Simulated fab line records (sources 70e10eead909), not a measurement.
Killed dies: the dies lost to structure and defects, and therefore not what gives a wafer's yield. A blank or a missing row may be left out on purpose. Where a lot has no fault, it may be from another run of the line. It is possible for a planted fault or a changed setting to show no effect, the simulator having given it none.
What tool caused it? :: flow nand-harc :: 39 wafers from 13 lots sampled at 5 of the route's 1302 steps

WHAT EACH GAUGE READ, for each wafer
NHARC_END_SORT_01. Usual: killed-at-array 47, standard deviation 18; killed-at-other 0.9, standard deviation 1.1; killed-at-periphery 4, standard deviation 3.1; killed-dies 52, standard deviation 18; killed-open 3.1, standard deviation 1.5; killed-short 2.4, standard deviation 1.5.
lot: L930
measured: day 28 05:11
on: prober-02
killed-at-array: 32 28 30
killed-at-other: 1 3 1
killed-at-periphery: 2 4 3
killed-dies: 35 35 34
killed-open: 2 4 2
killed-short: 2 1 1
flag: 

WHICH TOOL RAN EACH LOT (tool, then ch and the chambers of the sampled wafers, then the start)
lot: L921
NHARC_P_GATE_STRIP_112: plasma-asher-02 ch 0,1, day 6 01:30
NHARC_P_GATE_STRIP_76: plasma-asher-02 ch 0,1, day 6 01:46
NHARC_P_GATE_IMPLANT_94: implanter-02 ch 0, day 6 02:52
NHARC_P_GATE_RTA_82: rtp-anneal-01 ch 0, day 6 05:38

lot: L923
NHARC_P_GATE_STRIP_112: plasma-asher-01 ch 0,1, day 6 20:52
NHARC_P_GATE_STRIP_76: plasma-asher-01 ch 0,1, day 6 21:08
NHARC_P_GATE_IMPLANT_94: implanter-01 ch 0, day 6 22:22
NHARC_P_GATE_RTA_82: rtp-anneal-02 ch 0, day 7 00:57

lot: L925
NHARC_P_GATE_STRIP_112: plasma-asher-02 ch 0,1, day 7 07:44
NHARC_P_GATE_STRIP_76: plasma-asher-02 ch 0,1, day 7 07:58
NHARC_P_GATE_IMPLANT_94: implanter-01 ch 0, day 7 11:32
NHARC_P_GATE_RTA_82: rtp-anneal-01 ch 0, day 7 14:08

lot: L924
NHARC_P_GATE_STRIP_112: plasma-asher-01 ch 0,1, day 7 08:28
NHARC_P_GATE_STRIP_76: plasma-asher-01 ch 0,1, day 7 08:44
NHARC_P_GATE_IMPLANT_94: implanter-01 ch 0, day 7 11:41
NHARC_P_GATE_RTA_82: rtp-anneal-02 ch 0, day 7 14:17

lot: L926
NHARC_P_GATE_STRIP_112: plasma-asher-02 ch 0,1, day 7 22:41
NHARC_P_GATE_STRIP_76: plasma-asher-02 ch 0,1, day 7 22:57
NHARC_P_GATE_IMPLANT_94: implanter-01 ch 0, day 8 00:11
NHARC_P_GATE_RTA_82: rtp-anneal-02 ch 0, day 8 03:00

lot: L930
NHARC_P_GATE_STRIP_112: plasma-asher-02 ch 0,1, day 9 09:52
NHARC_P_GATE_STRIP_76: plasma-asher-02 ch 0,1, day 9 10:08
NHARC_P_GATE_IMPLANT_94: implanter-01 ch 0, day 9 11:24
NHARC_P_GATE_RTA_82: rtp-anneal-02 ch 0, day 9 13:58

lot: L931
NHARC_P_GATE_STRIP_112: plasma-asher-01 ch 0,1, day 10 04:25
NHARC_P_GATE_STRIP_76: plasma-asher-01 ch 0,1, day 10 04:37
NHARC_P_GATE_IMPLANT_94: implanter-01 ch 0, day 10 05:46
NHARC_P_GATE_RTA_82: rtp-anneal-01 ch 0, day 10 08:21

lot: L938
NHARC_P_GATE_STRIP_112: plasma-asher-01 ch 0,1, day 12 20:49
NHARC_P_GATE_STRIP_76: plasma-asher-01 ch 0,1, day 12 21:01
NHARC_P_GATE_IMPLANT_94: implanter-02 ch 0, day 12 22:19
NHARC_P_GATE_RTA_82: rtp-anneal-01 ch 0, day 13 00:58

lot: L939
NHARC_P_GATE_STRIP_112: plasma-asher-02 ch 0,1, day 13 17:19
NHARC_P_GATE_STRIP_76: plasma-asher-02 ch 0,1, day 13 17:34
NHARC_P_GATE_IMPLANT_94: implanter-01 ch 0, day 13 18:50
NHARC_P_GATE_RTA_82: rtp-anneal-01 ch 0, day 13 21:24

lot: L940
NHARC_P_GATE_STRIP_112: plasma-asher-01 ch 0,1, day 13 21:33
NHARC_P_GATE_STRIP_76: plasma-asher-01 ch 0,1, day 13 21:48
NHARC_P_GATE_IMPLANT_94: implanter-02 ch 0, day 13 23:02
NHARC_P_GATE_RTA_82: rtp-anneal-02 ch 0, day 14 01:40

lot: L941
NHARC_P_GATE_STRIP_112: plasma-asher-02 ch 0,1, day 14 01:19
NHARC_P_GATE_STRIP_76: plasma-asher-02 ch 0,1, day 14 01:34
NHARC_P_GATE_IMPLANT_94: implanter-01 ch 0, day 14 02:41
NHARC_P_GATE_RTA_82: rtp-anneal-01 ch 0, day 14 05:15

lot: L942
NHARC_P_GATE_STRIP_112: plasma-asher-01 ch 0,1, day 14 16:17
NHARC_P_GATE_STRIP_76: plasma-asher-01 ch 0,1, day 14 16:33
NHARC_P_GATE_IMPLANT_94: implanter-02 ch 0, day 14 17:47
NHARC_P_GATE_RTA_82: rtp-anneal-01 ch 0, day 14 20:21

lot: L944
NHARC_P_GATE_STRIP_112: plasma-asher-02 ch 0,1, day 15 01:14
NHARC_P_GATE_STRIP_76: plasma-asher-02 ch 0,1, day 15 01:30
NHARC_P_GATE_IMPLANT_94: implanter-02 ch 0, day 15 02:44
NHARC_P_GATE_RTA_82: rtp-anneal-01 ch 0, day 15 05:16
- NHARC_P_GATE_STRIP_112: strips in N2/H2, time 200 s.
- NHARC_P_GATE_STRIP_76: strips in O2.
- NHARC_P_GATE_IMPLANT_94
- NHARC_P_GATE_RTA_82: time 30 s.

AS READ BY THE TOOLS THEMSELVES (means over the sampled wafers that have a number; for cases with no such wafer, the mark the record gives instead)
NHARC_P_GATE_STRIP_112. Usual: drypump-motor-current-A 5.66 A, standard deviation 0.16; heater-power-w 83 W, standard deviation 6.7.
lot: L921
tool: plasma-asher-02
drypump-motor-current-A (A): 5.62
heater-power-w (W): 83
flag: 

lot: L923
tool: plasma-asher-01
drypump-motor-current-A (A): 5.60
heater-power-w (W): 83
flag: 

lot: L925
tool: plasma-asher-02
drypump-motor-current-A (A): 5.78
heater-power-w (W): 85
flag: 

lot: L924
tool: plasma-asher-01
drypump-motor-current-A (A): 5.62
heater-power-w (W): 79
flag: 

lot: L926
tool: plasma-asher-02
drypump-motor-current-A (A): 5.64
heater-power-w (W): 83
flag: 

lot: L930
tool: plasma-asher-02
drypump-motor-current-A (A): 5.78
heater-power-w (W): 86
flag: 

lot: L931
tool: plasma-asher-01
drypump-motor-current-A (A): 5.61
heater-power-w (W): 85
flag: 

lot: L938
tool: plasma-asher-01
drypump-motor-current-A (A): 5.61
heater-power-w (W): 80
flag: 

lot: L939
tool: plasma-asher-02
drypump-motor-current-A (A): 5.64
heater-power-w (W): 79
flag: 

lot: L940
tool: plasma-asher-01
drypump-motor-current-A (A): 5.61
heater-power-w (W): 85
flag: 

lot: L941
tool: plasma-asher-02
drypump-motor-current-A (A): 5.80
heater-power-w (W): 81
flag: 

lot: L942
tool: plasma-asher-01
drypump-motor-current-A (A): 5.63
heater-power-w (W): 79
flag: 

lot: L944
tool: plasma-asher-02
drypump-motor-current-A (A): 5.77
heater-power-w (W): 82
flag: 

NHARC_P_GATE_STRIP_76. Usual: drypump-motor-current-A 5.65 A, standard deviation 0.17; heater-power-w 310 W, standard deviation 25.
lot: L921
tool: plasma-asher-02
drypump-motor-current-A (A): 5.62
heater-power-w (W): 311
flag: 

lot: L923
tool: plasma-asher-01
drypump-motor-current-A (A): 5.59
heater-power-w (W): 319
flag: 

lot: L925
tool: plasma-asher-02
drypump-motor-current-A (A): 5.76
heater-power-w (W): 315
flag: 

lot: L924
tool: plasma-asher-01
drypump-motor-current-A (A): 5.62
heater-power-w (W): 297
flag: 

lot: L926
tool: plasma-asher-02
drypump-motor-current-A (A): 5.64
heater-power-w (W): 313
flag: 

lot: L930
tool: plasma-asher-02
drypump-motor-current-A (A): 5.79
heater-power-w (W): 324
flag: 

lot: L931
tool: plasma-asher-01
drypump-motor-current-A (A): 5.61
heater-power-w (W): 318
flag: 

lot: L938
tool: plasma-asher-01
drypump-motor-current-A (A): 5.62
heater-power-w (W): 296
flag: 

lot: L939
tool: plasma-asher-02
drypump-motor-current-A (A): 5.62
heater-power-w (W): 294
flag: 

lot: L940
tool: plasma-asher-01
drypump-motor-current-A (A): 5.61
heater-power-w (W): 317
flag: 

lot: L941
tool: plasma-asher-02
drypump-motor-current-A (A): 5.80
heater-power-w (W): 310
flag: 

lot: L942
tool: plasma-asher-01
drypump-motor-current-A (A): 5.61
heater-power-w (W): 305
flag: 

lot: L944
tool: plasma-asher-02
drypump-motor-current-A (A): 5.76
heater-power-w (W): 312
flag: 

NHARC_P_GATE_IMPLANT_94. Usual: beam-energy-keV at 60.001, with a standard deviation of 0.019.
lot: L921
tool: implanter-02
beam-energy-keV: 59.997
flag: 

lot: L923
tool: implanter-01
beam-energy-keV: 59.996
flag: 

lot: L925
tool: implanter-01
beam-energy-keV: 60.029
flag: 

lot: L924
tool: implanter-01
beam-energy-keV: 60.000
flag: 

lot: L926
tool: implanter-01
beam-energy-keV: 60.024
flag: 

lot: L930
tool: implanter-01
beam-energy-keV: 59.134
flag: OFF

lot: L931
tool: implanter-01
beam-energy-keV: 59.152
flag: OFF

lot: L938
tool: implanter-02
beam-energy-keV: 60.006
flag: 

lot: L939
tool: implanter-01
beam-energy-keV: 60.020
flag: 

lot: L940
tool: implanter-02
beam-energy-keV: 59.977
flag: 

lot: L941
tool: implanter-01
beam-energy-keV: 60.002
flag: 

lot: L942
tool: implanter-02
beam-energy-keV: 60.000
flag: 

lot: L944
tool: implanter-02
beam-energy-keV: 59.994
flag: 

NHARC_P_GATE_RTA_82. Usual: lamp-power-pct 4.64 %, standard deviation 0.29; lamp_zone_2_pct 4.64 %, standard deviation 0.29; wafer_temp_C_max 452.4, standard deviation 0.53.
lot: L921
tool: rtp-anneal-01
lamp-power-pct (%): 4.35
lamp_zone_2_pct (%): 4.35
wafer_temp_C_max: 452.3
flag: 

lot: L923
tool: rtp-anneal-02
lamp-power-pct (%): 4.94
lamp_zone_2_pct (%): 4.93
wafer_temp_C_max: 452.6
flag: 

lot: L925
tool: rtp-anneal-01
lamp-power-pct (%): 4.35
lamp_zone_2_pct (%): 4.35
wafer_temp_C_max: 452.1
flag: 

lot: L924
tool: rtp-anneal-02
lamp-power-pct (%): 4.93
lamp_zone_2_pct (%): 4.93
wafer_temp_C_max: 452.7
flag: 

lot: L926
tool: rtp-anneal-02
lamp-power-pct (%): 4.93
lamp_zone_2_pct (%): 4.94
wafer_temp_C_max: 452.8
flag: 

lot: L930
tool: rtp-anneal-02
lamp-power-pct (%): 4.93
lamp_zone_2_pct (%): 4.94
wafer_temp_C_max: 452.9
flag: 

lot: L931
tool: rtp-anneal-01
lamp-power-pct (%): 4.34
lamp_zone_2_pct (%): 4.35
wafer_temp_C_max: 452.3
flag: 

lot: L938
tool: rtp-anneal-01
lamp-power-pct (%): 4.36
lamp_zone_2_pct (%): 4.35
wafer_temp_C_max: 452.2
flag: 

lot: L939
tool: rtp-anneal-01
lamp-power-pct (%): 4.36
lamp_zone_2_pct (%): 4.35
wafer_temp_C_max: 452.7
flag: 

lot: L940
tool: rtp-anneal-02
lamp-power-pct (%): 4.93
lamp_zone_2_pct (%): 4.93
wafer_temp_C_max: 452.0
flag: 

lot: L941
tool: rtp-anneal-01
lamp-power-pct (%): 4.35
lamp_zone_2_pct (%): 4.35
wafer_temp_C_max: 452.0
flag: 

lot: L942
tool: rtp-anneal-01
lamp-power-pct (%): 4.35
lamp_zone_2_pct (%): 4.35
wafer_temp_C_max: 452.0
flag: 

lot: L944
tool: rtp-anneal-01
lamp-power-pct (%): 4.35
lamp_zone_2_pct (%): 4.35
wafer_temp_C_max: 452.0
flag: 

THE ANSWER, worked out from the rows above alone
Rule: a lot counts as off when the mean over its wafers that have a number is more than 3 standard deviations away from the usual mean. A lot without any number at a reading at which 4 lots or more have one is off too. All remaining lots with rows at the step are treated as sound. The gauges are gone through in route order, then the tools' own readings, and for those a lot's mean is taken as printed above. The first step at which some lot is off is used, and at that step the reading that is off furthest; a lot without a number counts as furthest.
Off: L930, L931 (NHARC_P_GATE_IMPLANT_94, beam-energy-keV).
A tool fits if, at that step or a process step before it, it ran every lot that is off, and no sound lot after the first of them. No candidate that was tried fits.

WHAT THE SIMULATOR PUT IN
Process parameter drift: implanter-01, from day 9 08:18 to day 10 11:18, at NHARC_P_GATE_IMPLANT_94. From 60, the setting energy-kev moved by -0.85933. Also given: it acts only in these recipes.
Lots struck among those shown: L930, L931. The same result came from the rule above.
